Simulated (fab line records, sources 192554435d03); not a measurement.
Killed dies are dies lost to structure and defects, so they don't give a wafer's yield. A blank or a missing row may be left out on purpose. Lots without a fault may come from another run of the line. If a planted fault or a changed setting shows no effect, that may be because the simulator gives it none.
Split-lot study -- flow n5 finfet -- route with 1938 steps; 7 lots, 21 wafers read

THE SPLIT
At N5_BEOL_M15_TRENCH_ETCH_34 (etches SiO2 in C4F8/O2/Ar, target depth 872.93 nm, time 199 s), the setting time s was moved away from the recipe's 199 s on 3 of the 21 wafers read, by -15.1% to -12.9%. All remaining wafers had this setting at the recipe value.

The reading comes from the split's own step.

THE READING
etch.depth nm (the simulator's own value, which no gauge read), in nm, at N5_BEOL_M15_TRENCH_ETCH_34 (etches SiO2 in C4F8/O2/Ar, target depth 872.93 nm, time 199 s). No usual value for it is given in the file. Average 870.4 nm, standard deviation 18 nm, over the 18 wafers here run with the recipe.

wafer,"tool, chamber at the split","time s as run, s",against the recipe,"etch.depth nm, nm",against lot-mates on the recipe
L082.1,"rie diel-01, 1",199,recipe,879.3,-
L082.2,"rie diel-01, 2",199,recipe,878.7,-
L082.4,"rie diel-01, 3",199,recipe,865.3,-
L077.2,"rie diel-02, 2",199,recipe,841.6,-
L077.4,"rie diel-02, 1",199,recipe,864.4,-
L077.5,"rie diel-02, 3",199,recipe,892,-
L083.2,"rie diel-06, 3",199,recipe,869.4,-
L083.4,"rie diel-06, 2",199,recipe,887,-
L083.5,"rie diel-06, 1",199,recipe,865.9,-
L086.1,"rie diel-02, 3",173.4,-12.9%,770.1,-85.9
L086.3,"rie diel-02, 2",199,recipe,830,-
L086.5,"rie diel-02, 3",199,recipe,881.9,-
L087.1,"rie diel-06, 2",168.9,-15.1%,729.9,-121.5
L087.2,"rie diel-06, 1",199,recipe,851.4,-
L087.4,"rie diel-06, 3",168.9,-15.1%,725.8,-125.6
L090.2,"rie diel-01, 3",199,recipe,860.8,-
L090.3,"rie diel-01, 2",199,recipe,860.7,-
L090.5,"rie diel-01, 3",199,recipe,863.5,-
L092.1,"rie diel-06, 2",199,recipe,874.8,-
L092.2,"rie diel-06, 3",199,recipe,902.7,-
L092.4,"rie diel-06, 0",199,recipe,898.6,-

THE FIT
A straight line over all 21 wafers: etch.depth nm changes by +9 nm for each +1% of time s; r = +0.93; the points scatter about the line by 18 nm.
The same after taking each lot's own level away (the mean of its wafers on the recipe; 21 wafers): +7.78 nm for each +1%; r = +0.95; scatter 14 nm.
The reading moves by 1.2e+02 nm for the largest change in time s, on that fit.
From 851.40 to 892.03 nm: that is the span of the lots' own levels, equal to 2.2 times the standard deviation above.
So the lot-to-lot level changes the slope: the two fits differ.
Check: for one of the wafers moved furthest among these (-15.1%), held out of the fit, the line's prediction against its lot-mates is -115 nm. It came out at -122 nm against them.

OTHER SPLITS APPLIED TO THESE WAFERS
Before the reading, these wafers also passed through other splits. Each is held against what the fit with the lots' levels taken away leaves over:
other split on the same wafers,wafers away from the commonest value,r with etch.depth nm (lot level and that fit taken away)
N5_BEOL_M9_TRENCH_ETCH_37 source w,9,+0.01
N5_BEOL_M11_ETCH_62 time s,8,+0.30
N5_BEOL_M11_COAT_63 spin rpm,4,+0.03
N5_BEOL_M11_ALD_74 ald cycles,7,+0.17
N5_BEOL_M12_SPUTTER_44 time s,8,-0.32
N5_BEOL_M14_ILD_DEP_00 time s,7,+0.11
N5_BEOL_M14_PEB_08 peb temp c,9,-0.16

THE FILE'S OWN FIT
etch.depth nm changes by +7.54 nm for each +1% of time s, r = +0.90.
